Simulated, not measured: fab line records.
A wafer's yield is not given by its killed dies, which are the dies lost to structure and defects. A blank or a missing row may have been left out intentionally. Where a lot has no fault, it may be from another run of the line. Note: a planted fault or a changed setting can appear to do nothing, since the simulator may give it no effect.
Matching of chambers + flow nand_harc + NHARC_A_STAIRCASE_ETCH_253 on rie_diel-05: 4 sister chambers
The step etches the open film in C4F8/O2, target depth 50 nm, time 20.2 s. 8 wafers are shown with their chamber, then 8 later ones without.

## WAFERS PAIRED WITH THEIR CHAMBERS
| wafer  | chamber | rf_vpp_V (V) | oes_product_au (a.u.) |
|--------|---------|--------------|-----------------------|
| L083.3 | 0       | 904          | 0.961                 |
| L083.5 | 1       | 894          | 0.943                 |
| L084.2 | 2       | 896          | 0.962                 |
| L084.6 | 1       | 892          | 0.947                 |
| L085.1 | 0       | 904          | 0.954                 |
| L085.3 | 3       | 898          | 0.964                 |
| L085.4 | 2       | 897          | 0.979                 |
| L091.1 | 3       | 896          | 0.934                 |

## WAFERS MISSING THEIR CHAMBER
| wafer  | rf_vpp_V (V) | oes_product_au (a.u.) |
|--------|--------------|-----------------------|
| L091.2 | 904          | 0.927                 |
| L091.6 | 903          | 0.937                 |
| L092.3 | 893          | 0.978                 |
| L092.4 | 904          | 0.972                 |
| L092.5 | 897          | 0.944                 |
| L093.3 | 896          | 0.972                 |
| L093.4 | 904          | 0.973                 |
| L093.5 | 904          | 0.974                 |

## CHAMBER TAKEN BY EACH
| wafer  | from the rows above          | in truth |
|--------|------------------------------|----------|
| L091.2 | 0                            | 0        |
| L091.6 | 0                            | 0        |
| L092.3 | can't be placed: 1 or 2 or 3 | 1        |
| L092.4 | 0                            | 0        |
| L092.5 | can't be placed: 3 or 2      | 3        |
| L093.3 | can't be placed: 2 or 3      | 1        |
| L093.4 | 0                            | 0        |
| L093.5 | 0                            | 0        |
5 of 8 placed correctly. These rows do not allow placing 3 (true chamber among the candidates in 2). Placed wrongly: 0.
How it was worked out, from the rows above alone: a wafer's distance from a chamber is the root of the sum, over the readings, of the square of ((its reading less the chamber's mean) divided by the reading's scatter). If the next closest chamber is less than 2 further off than the closest, the wafer can't be placed; otherwise it belongs to the closest. The mean given for a chamber averages the wafers shown for that chamber. The scatter is the square root of a quotient: the sum, over the shown wafers, of each reading's squared deviation from its chamber's mean, divided by wafers minus chambers.
